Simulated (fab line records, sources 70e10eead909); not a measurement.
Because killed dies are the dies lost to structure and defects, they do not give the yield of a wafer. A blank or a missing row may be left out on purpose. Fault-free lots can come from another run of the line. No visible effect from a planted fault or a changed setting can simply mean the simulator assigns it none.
Struck lot and sound lot, side by side | flow nand-harc | 14 steps out of a route of 1302
Sound: the wafers L209.4, L209.5, L209.6. Wafers struck: L226.2, L226.3, L226.4. The cause is given at the end.
Per side, at each step with rows, come the tool, then ch with its chambers, and then its first start. Under that, the readings that differ: sound wafers | struck wafers | difference of the means | sigmas: that difference in standard deviations of wafers without a fault.
alike: words and numbers the same on both sides, and readings whose means are apart by under 2 such deviations; not compared: readings that were withheld, readings missing a value for some wafer, numbers with overlapping values and no deviation given by the record, and bounds like >300 which may hide the same value.
The two part at a step that has a row with sigmas, a row that says differs or no value, or rows on one side only. Numbers that don't overlap but have no deviation are shown without sigmas and don't part them. Lack of a reading on every wafer of one side parts them only where that side has two or more wafers.

NHARC_P_M0_CMP_23: polishes, t overpolish 20 s, target thk 117.54 nm.
  sound on cmp-03 ch 2,3, day 6 23:41; struck on cmp-01 ch 0,1,2, day 14 19:32
  alike: motor-current-A, time-to-endpoint-s
NHARC_P_M0_THK_MEAS_24: measures by xrf.
  struck on film-metro-02, day 14 19:50; sound on film-metro-02, day 6 23:58
  alike: thk-nm
after that, 1 step had no rows for these wafers: NHARC_P_M0_SRD_25.
NHARC_P_M0_INSPECT_27:
  struck on defect-inspect-02, day 14 20:00; sound on defect-inspect-01, day 7 00:08
  alike: raw-defect-count
NHARC_P_M0_PRE_CLEAN_31: time 12 s.
  sound on pecvd-03 ch 0,1,2, day 7 00:14; struck on pecvd-03 ch 0,1, day 14 20:04
  alike: heater-power-w, rf-fwd-power-W
NHARC_P_M0_DEP_32: deposits SiCN, target thk 30 nm.
  sound on pecvd-03 ch 0,1,2, day 7 00:25; struck on pecvd-03 ch 0,1, day 14 20:09
  alike: heater-power-w, rf-fwd-power-W
then, 5 steps without rows for these wafers: NHARC_P_M1_DEP_00 (deposits SiOC, target thk 182.5 nm); NHARC_P_M1_DEHYDRATE_01 (time 120 s); NHARC_P_M1_HMDS_02 (time 30 s); NHARC_P_M1_COAT_34 (time 65 s); NHARC_P_M1_COAT_03 (resist thk 90 nm).
NHARC_P_M1_SOFTBAKE_04: time 55 s.
  sound on litho-track-06 ch 0, day 7 01:00; struck on litho-track-06 ch 0, day 14 20:00
  reading                  | sound                | struck               | difference | sigmas
  heater-power-total-W (W) | 188.36 188.73 188.45 | 177.99 177.86 178.08 | -10.54     | -81
after that, 1 step had no rows for these wafers: NHARC_P_M1_EBR_05.
-- record jumps: 19 days between struck wafers' starts before vs after; left off in module P_M1, resumes in module END, first step shown is number 1302 of the route --
NHARC_END_SORT_01:
  sound on prober-02 ch 0, day 26 12:43; struck on prober-01 ch 0, day 33 09:56
  alike: defect-limited-yield, killed-at-array, killed-at-other, killed-at-periphery, killed-dies, killed-open, killed-short, sort_bin_2_pct, sort_bin_3_pct, sort_bin_4_pct, sort-n-pass, sort-rim-yield-pct, sort-yield-pct

## WHERE THEY PART
Only at NHARC_P_M1_SOFTBAKE_04, within this record. Later steps at which nothing parts them and some readings are alike: NHARC_END_SORT_01.

WHY: what had been put in by the simulator
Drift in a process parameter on litho-track-06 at NHARC_P_M1_SOFTBAKE_04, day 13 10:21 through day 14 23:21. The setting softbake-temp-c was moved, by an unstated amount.
